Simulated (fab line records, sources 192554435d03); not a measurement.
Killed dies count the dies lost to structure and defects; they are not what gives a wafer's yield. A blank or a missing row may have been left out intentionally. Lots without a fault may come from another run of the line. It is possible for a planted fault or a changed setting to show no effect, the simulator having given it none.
fab line records -- flow n5Finfet
[record] lots = 7, wafers = 39
route steps=1938 shown BEOL_M1@800 BEOL_M4@1040 BEOL_M8@1368
startH: the number of hours between the record's first day and the start of the first shown wafer of the lot -- waitH: how many hours have passed since the lot's step before this one -- " unchanged from the row above -- L1.1+2: one row covering several wafers at once -- - no value, or no start given -- * or withheld: withheld -- < > ~ a bound
route shown NAME@n: names a module that has steps shown in the file, with the first one's number in the route -- usual: mean and standard deviation over wafers with no fault -- same: alike in all rows -- chamber/n: place in a boat -- sites: the reading at each site -- _std_site: how widely they spread, as a standard deviation -- _edge_site: the outer-site mean with the inner-site mean subtracted -- radiusMm: how far each site lies from the wafer's centre -- mask NAME#n: copy n -- behind: the tool/chamber that last shaped the wafer -- hold: cause of the lot's hold/its duration in hours/its outcome -- device: transistor that didn't switch, given as n, p or np -- end of line: the tests these same wafers got at the end of their route -- step lacking rows: just its recipe -- killed: dies lost to structure and defects at the first sort, not the wafer's yield -- map: dies across one wafer; x = killed, . = not, _ = none there
set.NAME: the run value of the setting; set.NAME@STEP: its run value at that earlier step -- model.NAME: the simulator's own value behind a step, which no gauge read
lots with deliberately changed settings; one table per step, one row per wafer
[[steps]]
[step N5_BEOL_M1_TRENCH_ETCH_37]
[recipe] chemistry = C4F6/O2, targetDepthA = 552.07, target = SiOC, timeS = 29, ionEnergyEv = 250, pressureMtorr = 30, sourceW = 355, biasW = 185, Ar_flow_sccm = 300, C4F6_flow_sccm = 10, O2_flow_sccm = 10
lot.wafer,tool,chamber,startH,waitH,set.timeS,model.etch.depthNm,model.BEOL_M1.featureDepthNm,model.TiN_of_BEOL_M1_HM_DEP_02.thkNm
L085.2,rieDiel-05,3,-,-,29,53.52,53.6,17.6
L085.3,rieDiel-05,2,-,-,29,54.53,54.6,17.6
L085.6,rieDiel-05,3,-,-,29,53.64,53.6,17.8
L087.1,rieDiel-04,3,-,-,29,55.08,55,17.6
L087.2,rieDiel-04,1,-,-,29,55.95,56,17.6
L087.3,rieDiel-04,0,-,-,29,54.04,54,17.8
L087.4,rieDiel-04,2,-,-,29,54.46,54.4,17.6
L087.5,rieDiel-04,0,-,-,29,54.05,54,17.6
L087.6,rieDiel-04,1,-,-,29,56.08,56,17.6
L088.1,rieDiel-05,0,-,-,29,56.47,56.4,17.2
L088.2,rieDiel-05,3,-,-,29,54.74,54.8,17.6
L088.3,rieDiel-05,2,-,-,29,55.31,55.4,17.4
L088.4,rieDiel-05,1,-,-,11.95,23.26,23.2,19
L088.5,rieDiel-05,2,-,-,11.95,22.95,23,19
L088.6,rieDiel-05,1,-,-,11.95,23.23,23.2,18.8
L089.1,rieDiel-03,0,-,-,29,54.17,54.2,18.2
L089.2,rieDiel-03,1,-,-,29,54.56,54.6,18
L089.3,rieDiel-03,3,-,-,37.72,72.4,72.4,17.4
L089.4,rieDiel-03,2,-,-,37.72,71,71,17.4
L089.5,rieDiel-03,1,-,-,29,54.66,54.6,17.8
L089.6,rieDiel-03,2,-,-,37.72,71.13,71.2,17.4
L090.1,rieDiel-03,3,-,-,29,55.87,55.8,17.8
L090.2,rieDiel-03,2,-,-,19.05,36.07,36,18.6
L090.3,rieDiel-03,0,-,-,19.05,35.81,35.8,18.6
L090.4,rieDiel-03,1,-,-,29,54.47,54.4,17.6
L090.5,rieDiel-03,0,-,-,29,54.96,55,17.8
L090.6,rieDiel-03,3,-,-,19.05,36.91,37,18.6
L093.1,rieDiel-05,2,-,-,29,54.66,54.6,17.4
L093.2,rieDiel-05,3,-,-,29,54.16,54.2,17.2
L093.3,rieDiel-05,0,-,-,29,55.85,55.8,17.4
L093.4,rieDiel-05,1,-,-,29,56.36,56.4,17.2
L093.5,rieDiel-05,2,-,-,29,54.73,54.8,17.2
L093.6,rieDiel-05,1,-,-,29,56.29,56.2,17.4
L094.1,rieDiel-03,3,-,-,29,56.05,56,17.8
L094.2,rieDiel-03,2,-,-,14.71,27.97,28,18.8
L094.3,rieDiel-03,1,-,-,14.71,27.8,27.8,18.8
L094.4,rieDiel-03,0,-,-,14.71,27.42,27.4,18.8
L094.5,rieDiel-03,1,-,-,29,54.7,54.8,17.6
L094.6,rieDiel-03,2,-,-,29,54.62,54.6,17.8
[step N5_BEOL_M1_ETCH_41]
[recipe] chemistry = CH3F/O2, target = SiCN, targetDepthA = 319, taperDeg = 2, timeS = 57.8, ionEnergyEv = 120, maskMaterial = TiN, pressureMtorr = 30, sourceW = 395, biasW = 75, Ar_flow_sccm = 150, CH3F_flow_sccm = 30, O2_flow_sccm = 20
[step N5_BEOL_M1_STRIP_97]
[recipe] chemistry = N2/H2, timeS = 10, powerW = 450, tempC = 40, pressureMtorr = 20, rfFrequencyHz = 6e+07, biasPowerW = 7, n2FlowSccm = 200, h2FlowSccm = 200
[step N5_BEOL_M1_OCD_MEAS_38]
[usual] trenchDepthNm = 55.1/0.81
lot.wafer,tool,chamber,startH,waitH,set.timeS@BEOL_M1_TRENCH_ETCH_37,trenchDepthNm
L085.2,ocd-01,-,194.70,-,29,53.8
L085.3,ocd-01,-,194.70,-,29,54.5
L085.6,ocd-01,-,194.70,-,29,53.7
L087.1,ocd-01,-,207.07,-,29,54.5
L087.2,ocd-01,-,207.07,-,29,56.1
L087.3,ocd-01,-,207.07,-,29,54.4
L087.4,ocd-01,-,207.07,-,29,54.2
L087.5,ocd-01,-,207.07,-,29,54.4
L087.6,ocd-01,-,207.07,-,29,56.3
L088.1,ocd-01,-,211.73,-,29,56.4
L088.2,ocd-01,-,211.73,-,29,54.4
L088.3,ocd-01,-,211.73,-,29,55.9
L088.4,ocd-01,-,211.73,-,11.95,23.2
L088.5,ocd-01,-,211.73,-,11.95,23.3
L088.6,ocd-01,-,211.73,-,11.95,23.0
L089.1,ocd-02,-,215.12,-,29,53.9
L089.2,ocd-02,-,215.12,-,29,54.4
L089.3,ocd-02,-,215.12,-,37.72,72.1
L089.4,ocd-02,-,215.12,-,37.72,70.6
L089.5,ocd-02,-,215.12,-,29,54.5
L089.6,ocd-02,-,215.12,-,37.72,71.7
L090.1,ocd-01,-,226.27,-,29,55.5
L090.2,ocd-01,-,226.27,-,19.05,36.3
L090.3,ocd-01,-,226.27,-,19.05,36.0
L090.4,ocd-01,-,226.27,-,29,54.5
L090.5,ocd-01,-,226.27,-,29,54.7
L090.6,ocd-01,-,226.27,-,19.05,36.5
L093.1,ocd-02,-,241.05,-,29,54.7
L093.2,ocd-02,-,241.05,-,29,53.4
L093.3,ocd-02,-,241.05,-,29,55.7
L093.4,ocd-02,-,241.05,-,29,55.9
L093.5,ocd-02,-,241.05,-,29,54.8
L093.6,ocd-02,-,241.05,-,29,57.0
L094.1,ocd-02,-,245.71,-,29,55.5
L094.2,ocd-02,-,245.71,-,14.71,28.4
L094.3,ocd-02,-,245.71,-,14.71,27.0
L094.4,ocd-02,-,245.71,-,14.71,27.7
L094.5,ocd-02,-,245.71,-,29,55.1
L094.6,ocd-02,-,245.71,-,29,54.7
[step N5_BEOL_M4_ETCH_64]
[recipe] chemistry = N2/H2, target = SOC, targetDepthA = 750, overetchA = 225, maskMaterial = SiARC, tempC = 40, timeS = 121.9, ionEnergyEv = 200, pressureMtorr = 30, sourceW = 840, biasW = 150, n2FlowSccm = 200, h2FlowSccm = 200
lot.wafer,tool,chamber,startH,waitH,set.timeS,model.SiARC_of_BEOL_M4_COAT_62.thkNm,model.BEOL_M4.cdOffsetNm
L085.2+6,rieDiel-02,"2,0",226.70,0.0,121.9,6.2,0.2
L085.3,rieDiel-02,3,226.70,0.0,121.9,6.4,0.4
L087.1+5,rieDiel-01,"1,0",242.56,0.0,121.9,6.4,0.2
L087.2+4,rieDiel-01,"3,1",242.56,0.0,121.9,6.2,0.2
L087.3,rieDiel-01,0,242.56,0.0,121.9,6.4,0
L087.6,rieDiel-01,3,242.56,0.0,121.9,6.2,0
L088.1+6,rieDiel-06,"3,0",246.57,0.0,121.9,6.2,0.2
L088.2+5,rieDiel-06,"1,3",246.57,0.0,121.9,6.4,0.2
L088.3,rieDiel-06,0,246.57,0.0,121.9,6.2,0
L088.4,rieDiel-06,2,246.57,0.0,121.9,6.2,-0.2
L089.1+2,rieDiel-01,"3,1",247.75,0.0,191,3,1.4
L089.3,rieDiel-01,0,247.75,0.0,121.9,6.6,0.2
L089.4,rieDiel-01,0,247.75,0.0,121.9,6.4,0
L089.5,rieDiel-01,1,247.75,0.0,121.9,6.4,-0.2
L089.6,rieDiel-01,3,247.75,0.0,191,3,1.2
L090.1,rieDiel-01,1,250.69,0.0,121.9,6.4,0
L090.2+5,rieDiel-01,3,250.69,0.0,121.9,6.2,0
L090.3+6,rieDiel-01,0,250.69,0.0,71.04,8.8,-0.8
L090.4,rieDiel-01,1,250.69,0.0,71.04,8.6,-1
L093.1+2,rieDiel-06,"2,0",282.96,0.0,184.9,3.4,1.4
L093.3,rieDiel-06,3,282.96,0.0,121.9,6.4,0
L093.4+6,rieDiel-06,"3,2",282.96,0.0,121.9,6.4,0.2
L093.5,rieDiel-06,0,282.96,0.0,184.9,3.2,1.2
L094.1+4,rieDiel-01,"1,2",286.59,0.0,121.9,6.2,-0.4
L094.2,rieDiel-01,0,286.59,0.0,121.9,6.4,-0.2
L094.3+6,rieDiel-01,3,286.59,0.0,78.36,8.2,-1
L094.5,rieDiel-01,0,286.59,0.0,78.36,8.4,-1
[step N5_BEOL_M4_STRIP_65]
[recipe] chemistry = N2/H2, tempC = 40, n2FlowSccm = 200, h2FlowSccm = 200, rfFrequencyHz = 6e+07
[step N5_BEOL_M4_STRIP_75]
[recipe] chemistry = N2/H2, tempC = 40, n2FlowSccm = 200, h2FlowSccm = 200, rfFrequencyHz = 6e+07
[step N5_BEOL_M4_STRIP_66]
[recipe] chemistry = CF4, resist = SiARC, powerW = 300, biasPowerW = 75, pressureMtorr = 50, cf4FlowSccm = 150, rfFrequencyHz = 6e+07
[step N5_BEOL_M4_HM_OPEN_17]
[recipe] chemistry = Cl2/BCl3, targetDepthA = 200, overetchA = 60, target = TiN, maskMaterial = SOC, ionEnergyEv = 150, pressureMtorr = 10, icpW = 1000, biasW = 126, Cl2_flow_sccm = 53.25, bcl3FlowSccm = 21.75, Ar_flow_sccm = 25
lot.wafer,tool,chamber,startH,waitH,set.timeS@BEOL_M4_ETCH_64,model.etch.depthNm,model.BEOL_M4.cdOffsetNm
L085.2,rieMetal-02,1,226.87,0.0,121.9,20.05,0.2
L085.3,rieMetal-02,0,226.87,0.0,121.9,19.9,0.4
L085.6,rieMetal-02,1,226.87,0.0,121.9,19.92,0.4
L087.1,rieMetal-03,0,242.74,0.0,121.9,19.73,0.2
L087.2,rieMetal-03,1,242.74,0.0,121.9,19.65,0.2
L087.3,rieMetal-03,1,242.74,0.0,121.9,19.82,0.2
L087.4,rieMetal-03,0,242.74,0.0,121.9,19.92,0.2
L087.5,rieMetal-03,1,242.74,0.0,121.9,19.77,0.2
L087.6,rieMetal-03,0,242.74,0.0,121.9,19.88,0.2
L088.1,rieMetal-03,1,246.75,0.0,121.9,20.01,0.2
L088.2,rieMetal-03,0,246.75,0.0,121.9,20.03,0.2
L088.3,rieMetal-03,1,246.75,0.0,121.9,20.02,0
L088.4,rieMetal-03,0,246.75,0.0,121.9,20.04,-0.2
L088.5,rieMetal-03,1,246.75,0.0,121.9,20.24,0.2
L088.6,rieMetal-03,0,246.75,0.0,121.9,19.92,0.2
L089.1,rieMetal-02,1,247.92,0.0,191,13.53,1.2
L089.2,rieMetal-02,0,247.92,0.0,191,13.64,1.2
L089.3,rieMetal-02,1,247.92,0.0,121.9,20.15,0.2
L089.4,rieMetal-02,0,247.92,0.0,121.9,19.94,0
L089.5,rieMetal-02,1,247.92,0.0,121.9,19.95,-0.2
L089.6,rieMetal-02,0,247.92,0.0,191,13.63,1.2
L090.1,rieMetal-03,1,250.94,0.1,121.9,19.62,0
L090.2,rieMetal-03,0,250.94,0.1,121.9,19.7,0
L090.3,rieMetal-03,1,250.94,0.1,71.04,19.87,-0.8
L090.4,rieMetal-03,0,250.94,0.1,71.04,19.79,-1
L090.5,rieMetal-03,1,250.94,0.1,121.9,19.79,0
L090.6,rieMetal-03,0,250.94,0.1,71.04,19.72,-0.6
L093.1,rieMetal-03,0,283.13,0.0,184.9,13.92,1.4
L093.2,rieMetal-03,1,283.13,0.0,184.9,13.89,1.2
L093.3,rieMetal-03,1,283.13,0.0,121.9,20,0
L093.4,rieMetal-03,0,283.13,0.0,121.9,20.08,0.2
L093.5,rieMetal-03,1,283.13,0.0,184.9,13.98,1.4
L093.6,rieMetal-03,0,283.13,0.0,121.9,19.99,0.2
L094.1,rieMetal-01,0,286.77,0.0,121.9,19.89,-0.4
L094.2,rieMetal-01,1,286.77,0.0,121.9,19.68,-0.2
L094.3,rieMetal-01,0,286.77,0.0,78.36,19.66,-1
L094.4,rieMetal-01,1,286.77,0.0,121.9,19.47,-0.4
L094.5,rieMetal-01,1,286.77,0.0,78.36,19.68,-1
L094.6,rieMetal-01,0,286.77,0.0,78.36,19.45,-1.2
[step N5_BEOL_M4_STRIP_19]
[recipe] chemistry = O2, powerW = 400, tempC = 40, pressureMtorr = 30, rfFrequencyHz = 6e+07, biasPowerW = 0, overashFraction = 0.2, o2FlowSccm = 225
[step N5_BEOL_M4_CD_MEAS_18]
[recipe] pitchNm = 36, targetCdNm = 18
[usual] cdNm = 18.05/0.3
lot.wafer,tool,chamber,startH,waitH,set.timeS@BEOL_M4_ETCH_64,cdNm
L085.2,cdSem-03,-,227.09,0.1,121.9,18.30
L085.3,cdSem-03,-,227.09,0.1,121.9,18.87
L085.6,cdSem-03,-,227.09,0.1,121.9,18.15
L087.1,cdSem-02,-,243.07,0.0,121.9,18.29
L087.2,cdSem-02,-,243.07,0.0,121.9,18.13
L087.3,cdSem-02,-,243.07,0.0,121.9,18.24
L087.4,cdSem-02,-,243.07,0.0,121.9,18.25
L087.5,cdSem-02,-,243.07,0.0,121.9,18.35
L087.6,cdSem-02,-,243.07,0.0,121.9,18.43
L088.1,cdSem-03,-,247.17,0.0,121.9,18.21
L088.2,cdSem-03,-,247.17,0.0,121.9,17.93
L088.3,cdSem-03,-,247.17,0.0,121.9,17.94
L088.4,cdSem-03,-,247.17,0.0,121.9,17.85
L088.5,cdSem-03,-,247.17,0.0,121.9,18.01
L088.6,cdSem-03,-,247.17,0.0,121.9,18.07
L089.1,cdSem-02,-,248.11,0.1,191,19.86
L089.2,cdSem-02,-,248.11,0.1,191,19.43
L089.3,cdSem-02,-,248.11,0.1,121.9,18.43
L089.4,cdSem-02,-,248.11,0.1,121.9,17.75
L089.5,cdSem-02,-,248.11,0.1,121.9,17.96
L089.6,cdSem-02,-,248.11,0.1,191,19.41
L090.1,cdSem-03,-,251.23,0.0,121.9,17.72
L090.2,cdSem-03,-,251.23,0.0,121.9,18.46
L090.3,cdSem-03,-,251.23,0.0,71.04,17.29
L090.4,cdSem-03,-,251.23,0.0,71.04,17.37
L090.5,cdSem-03,-,251.23,0.0,121.9,17.96
L090.6,cdSem-03,-,251.23,0.0,71.04,17.41
L093.1,cdSem-03,-,283.31,0.0,184.9,19.67
L093.2,cdSem-03,-,283.31,0.0,184.9,19.75
L093.3,cdSem-03,-,283.31,0.0,121.9,18.06
L093.4,cdSem-03,-,283.31,0.0,121.9,18.15
L093.5,cdSem-03,-,283.31,0.0,184.9,20.10
L093.6,cdSem-03,-,283.31,0.0,121.9,18.04
L094.1,cdSem-01,-,286.95,0.0,121.9,17.58
L094.2,cdSem-01,-,286.95,0.0,121.9,17.90
L094.3,cdSem-01,-,286.95,0.0,78.36,16.99
L094.4,cdSem-01,-,286.95,0.0,121.9,17.61
L094.5,cdSem-01,-,286.95,0.0,78.36,16.95
L094.6,cdSem-01,-,286.95,0.0,78.36,16.76
[step N5_BEOL_M4_COAT_67]
[recipe] resist = SOC, tempC = 250, timeS = 60, spinRpm = 1500, resistThkNm = 60
[step N5_BEOL_M4_COAT_68]
[recipe] resist = SiARC, tempC = 220, timeS = 60, spinRpm = 1500, resistThkNm = 12
[step N5_BEOL_M4_PRECLEAN_42]
[recipe] chemistry = residueRemover, timeS = 60, tempC = 40
[step N5_BEOL_M4_SRD_43]
[recipe] timeS = 30, tempC = 23, rinseLiquid = diw, dry = ipaMarangoni
[step N5_BEOL_M4_CD_MEAS_35]
[recipe] targetCdNm = 18, targetCdYNm = 22.4, polarity = opening
[usual] cdNm = 18.0/0.33
lot.wafer,tool,chamber,startH,waitH,set.timeS@BEOL_M4_ETCH_64,cdNm
L085.2,cdSem-03,-,238.15,0.0,121.9,18.2
L085.3,cdSem-03,-,238.15,0.0,121.9,18.4
L085.6,cdSem-03,-,238.15,0.0,121.9,18.2
L087.1,cdSem-01,-,253.36,0.0,121.9,18.1
L087.2,cdSem-01,-,253.36,0.0,121.9,18.4
L087.3,cdSem-01,-,253.36,0.0,121.9,18.2
L087.4,cdSem-01,-,253.36,0.0,121.9,18.5
L087.5,cdSem-01,-,253.36,0.0,121.9,18.2
L087.6,cdSem-01,-,253.36,0.0,121.9,18.2
L088.1,cdSem-02,-,256.61,0.0,121.9,18.2
L088.2,cdSem-02,-,256.61,0.0,121.9,18.2
L088.3,cdSem-02,-,256.61,0.0,121.9,17.9
L088.4,cdSem-02,-,256.61,0.0,121.9,18.0
L088.5,cdSem-02,-,256.61,0.0,121.9,18.5
L088.6,cdSem-02,-,256.61,0.0,121.9,18.4
L090.1,cdSem-02,-,259.51,0.0,121.9,18.2
L090.2,cdSem-02,-,259.51,0.0,121.9,18.2
L090.3,cdSem-02,-,259.51,0.0,71.04,-
L090.4,cdSem-02,-,259.51,0.0,71.04,-
L090.5,cdSem-02,-,259.51,0.0,121.9,17.8
L090.6,cdSem-02,-,259.51,0.0,71.04,-
L089.1,cdSem-01,-,259.64,0.0,191,19.8
L089.2,cdSem-01,-,259.64,0.0,191,19.7
L089.3,cdSem-01,-,259.64,0.0,121.9,18.8
L089.4,cdSem-01,-,259.64,0.0,121.9,17.7
L089.5,cdSem-01,-,259.64,0.0,121.9,17.5
L089.6,cdSem-01,-,259.64,0.0,191,19.4
L093.1,cdSem-02,-,285.33,0.0,184.9,19.9
L093.2,cdSem-02,-,285.33,0.0,184.9,19.6
L093.3,cdSem-02,-,285.33,0.0,121.9,17.8
L093.4,cdSem-02,-,285.33,0.0,121.9,18.5
L093.5,cdSem-02,-,285.33,0.0,184.9,19.8
L093.6,cdSem-02,-,285.33,0.0,121.9,18.2
L094.1,cdSem-01,-,289.78,0.0,121.9,17.8
L094.2,cdSem-01,-,289.78,0.0,121.9,18.2
L094.3,cdSem-01,-,289.78,0.0,78.36,17.0
L094.4,cdSem-01,-,289.78,0.0,121.9,17.9
L094.5,cdSem-01,-,289.78,0.0,78.36,17.4
L094.6,cdSem-01,-,289.78,0.0,78.36,16.7
[step N5_BEOL_M8_DESCUM_33]
[recipe] chemistry = O2, timeS = 7, sourcePowerW = 50, biasPowerW = 20, pressureMtorr = 20, rfFrequencyHz = 2.712e+07, tempC = 40, resist = CAR-EUV, o2FlowSccm = 225
lot.wafer,tool,chamber,startH,waitH,set.timeS,model.CAR-EUV_of_BEOL_M8_COAT_22.thkNm,model.BEOL_M8.cdNm
L085.2,rieDiel-06,3,277.22,0.2,7,26.2,40
L085.3,rieDiel-06,0,277.22,0.2,7,26.2,39.8
L085.6,rieDiel-06,0,277.22,0.2,7,26.4,39.8
L087.1+3,rieDiel-01,"0,2",290.40,0.0,7,26.2,40
L087.2+5,rieDiel-01,"1,0",290.40,0.0,4.315,27.4,39.6
L087.4,rieDiel-01,3,290.40,0.0,7,26.2,39.8
L087.6,rieDiel-01,3,290.40,0.0,4.315,27.6,39.6
L088.1,rieDiel-01,2,292.44,0.5,7,26.2,40
L088.2+5+6,rieDiel-01,"1,1,0",292.44,0.5,10.57,24.4,40.4
L088.3,rieDiel-01,3,292.44,0.5,7,26.2,39.8
L088.4,rieDiel-01,0,292.44,0.5,7,26,40
L090.1,rieDiel-06,1,298.16,0.1,4.711,27.4,39.6
L090.2+3,rieDiel-06,"3,0",298.16,0.1,7,26.2,40
L090.4,rieDiel-06,2,298.16,0.1,4.711,27.2,39.8
L090.5,rieDiel-06,0,298.16,0.1,7,26.4,40.2
L090.6,rieDiel-06,3,298.16,0.1,4.711,27.2,39.6
L089.1+5+6,rieDiel-06,"1,2,3",299.82,0.0,10.72,24.2,40.4
L089.2+3,rieDiel-06,"2,0",299.82,0.0,7,26.2,40.2
L089.4,rieDiel-06,3,299.82,0.0,7,26,40
L093.1+2+3+6,rieDiel-06,"0,1,3,2",321.54,0.0,7,26,40
L093.4+5,rieDiel-06,"2,3",321.54,0.0,7,26,40.2
L094.1+3+4,rieDiel-06,"2,3,0",328.98,0.0,7,26.2,40
L094.2+5+6,rieDiel-06,"1,2,1",328.98,0.0,8.825,25.2,40.4
[step N5_BEOL_M8_ETCH_72]
[recipe] chemistry = N2/H2, target = underlayer, targetDepthA = 65, maskMaterial = CAR-EUV, timeS = 5.2, ionEnergyEv = 200, pressureMtorr = 30, sourceW = 840, biasW = 150, n2FlowSccm = 200, h2FlowSccm = 200, ends = cleared
lot.wafer,tool,chamber,startH,waitH,set.timeS@BEOL_M8_DESCUM_33,model.BEOL_M8.cdNm
L085.2,rieDiel-06,3,277.25,0.0,7,40
L085.3+6,rieDiel-06,0,277.25,0.0,7,39.8
L087.1+3+4,rieDiel-01,"0,2,3",290.43,0.0,7,40
L087.2+5+6,rieDiel-01,"1,0,3",290.43,0.0,4.315,39.6
L088.1,rieDiel-01,2,292.47,0.0,7,40
L088.2+5+6,rieDiel-01,"1,1,0",292.47,0.0,10.57,40.4
L088.3+4,rieDiel-01,"3,0",292.47,0.0,7,39.8
L090.1+6,rieDiel-06,"1,3",298.19,0.0,4.711,39.6
L090.2+3,rieDiel-06,"3,0",298.19,0.0,7,40
L090.4,rieDiel-06,2,298.19,0.0,4.711,39.8
L090.5,rieDiel-06,0,298.19,0.0,7,40.2
L089.1,rieDiel-06,1,299.85,0.0,10.72,40.4
L089.2,rieDiel-06,2,299.85,0.0,7,40.2
L089.3+4,rieDiel-06,"0,3",299.85,0.0,7,40
L089.5+6,rieDiel-06,"2,3",299.85,0.0,10.72,40.6
L093.1,rieDiel-06,0,321.57,0.0,7,39.8
L093.2+3+6,rieDiel-06,"1,3,2",321.57,0.0,7,40
L093.4+5,rieDiel-06,"2,3",321.57,0.0,7,40.2
L094.1+4,rieDiel-06,"2,0",329.02,0.0,7,40
L094.2+5+6,rieDiel-06,"1,2,1",329.02,0.0,8.825,40.4
L094.3,rieDiel-06,3,329.02,0.0,7,40.2
[step N5_BEOL_M8_ETCH_65]
[recipe] chemistry = CF4, target = SiARC, targetDepthA = 156, maskMaterial = CAR-EUV, timeS = 26, ionEnergyEv = 80, pressureMtorr = 40, sourceW = 545, biasW = 36, Ar_flow_sccm = 100, cf4FlowSccm = 100, ends = cleared
lot.wafer,tool,chamber,startH,waitH,set.timeS@BEOL_M8_DESCUM_33,model.CAR-EUV_of_BEOL_M8_COAT_22.thkNm,model.BEOL_M8.cdNm
L085.2,rieDiel-06,3,277.27,0.0,7,11.2,40
L085.3,rieDiel-06,0,277.27,0.0,7,11.4,40
L085.6,rieDiel-06,0,277.27,0.0,7,11.4,39.8
L087.1,rieDiel-01,0,290.45,0.0,7,11.2,39.8
L087.2+5,rieDiel-01,"1,0",290.45,0.0,4.315,12.4,39.6
L087.3+4,rieDiel-01,"2,3",290.45,0.0,7,11.2,40
L087.6,rieDiel-01,3,290.45,0.0,4.315,12.6,39.4
L088.1,rieDiel-01,2,292.49,0.0,7,11.2,40
L088.2+5,rieDiel-01,1,292.49,0.0,10.57,9.4,40.4
L088.3,rieDiel-01,3,292.49,0.0,7,11.4,39.8
L088.4,rieDiel-01,0,292.49,0.0,7,11.2,39.8
L088.6,rieDiel-01,0,292.49,0.0,10.57,9.6,40.4
L090.1+6,rieDiel-06,"1,3",298.21,0.0,4.711,12.4,39.6
L090.2+3,rieDiel-06,"3,0",298.21,0.0,7,11.2,40
L090.4,rieDiel-06,2,298.21,0.0,4.711,12.4,39.8
L090.5,rieDiel-06,0,298.21,0.0,7,11.4,40.2
L089.1,rieDiel-06,1,299.87,0.0,10.72,9.2,40.4
L089.2,rieDiel-06,2,299.87,0.0,7,11.2,40.2
L089.3,rieDiel-06,0,299.87,0.0,7,11.4,40
L089.4,rieDiel-06,3,299.87,0.0,7,11,40
L089.5+6,rieDiel-06,"2,3",299.87,0.0,10.72,9.2,40.6
L093.1+2,rieDiel-06,"0,1",321.59,0.0,7,11,39.8
L093.3+4+5,rieDiel-06,"3,2,3",321.59,0.0,7,11,40.2
L093.6,rieDiel-06,2,321.59,0.0,7,11,40
L094.1+4,rieDiel-06,"2,0",329.03,0.0,7,11.2,40
L094.2+6,rieDiel-06,1,329.03,0.0,8.825,10.2,40.2
L094.3,rieDiel-06,3,329.03,0.0,7,11.2,40.2
L094.5,rieDiel-06,2,329.03,0.0,8.825,10.4,40.4
[[key]]
[split] step = N5_BEOL_M1_TRENCH_ETCH_37, setting = timeS, stated = 29, by = wafer
[response] step = N5_BEOL_M1_TRENCH_ETCH_37, reading = model.etch.depthNm, change = +0.554, per = 1%, r = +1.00
[response] step = N5_BEOL_M1_TRENCH_ETCH_37, reading = model.BEOL_M1.featureDepthNm, change = +0.554, per = 1%, r = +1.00
[response] step = N5_BEOL_M1_TRENCH_ETCH_37, reading = model.TiN_of_BEOL_M1_HM_DEP_02.thkNm, change = -0.0239, per = 1%, r = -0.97
[response] step = N5_BEOL_M1_OCD_MEAS_38, reading = trenchDepthNm, change = +0.554, per = 1%, r = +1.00
[split] step = N5_BEOL_M4_ETCH_64, setting = timeS, stated = 121.9, by = wafer
[response] step = N5_BEOL_M4_ETCH_64, reading = model.SiARC_of_BEOL_M4_COAT_62.thkNm, change = -0.0595, per = 1%, r = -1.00
[response] step = N5_BEOL_M4_ETCH_64, reading = model.BEOL_M4.cdOffsetNm, change = +0.0222, per = 1%, r = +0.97
[response] step = N5_BEOL_M4_HM_OPEN_17, reading = model.etch.depthNm, shape = bent, atLowest = 19.79, atStated = 19.9, atHighest = 13.6
[response] step = N5_BEOL_M4_HM_OPEN_17, reading = model.BEOL_M4.cdOffsetNm, change = +0.0213, per = 1%, r = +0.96
[response] step = N5_BEOL_M4_CD_MEAS_18, reading = cdNm, change = +0.0264, per = 1%, r = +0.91
[response] step = N5_BEOL_M4_CD_MEAS_35, reading = cdNm, change = +0.0291, per = 1%, r = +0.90
[split] step = N5_BEOL_M8_DESCUM_33, setting = timeS, stated = 7, by = wafer
[response] step = N5_BEOL_M8_DESCUM_33, reading = model.CAR-EUV_of_BEOL_M8_COAT_22.thkNm, change = -0.0345, per = 1%, r = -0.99
[response] step = N5_BEOL_M8_DESCUM_33, reading = model.BEOL_M8.cdNm, change = +0.00859, per = 1%, r = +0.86
[response] step = N5_BEOL_M8_ETCH_72, reading = model.BEOL_M8.cdNm, change = +0.0103, per = 1%, r = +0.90
[response] step = N5_BEOL_M8_ETCH_65, reading = model.CAR-EUV_of_BEOL_M8_COAT_22.thkNm, change = -0.0356, per = 1%, r = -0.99
[response] step = N5_BEOL_M8_ETCH_65, reading = model.BEOL_M8.cdNm, change = +0.00991, per = 1%, r = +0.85
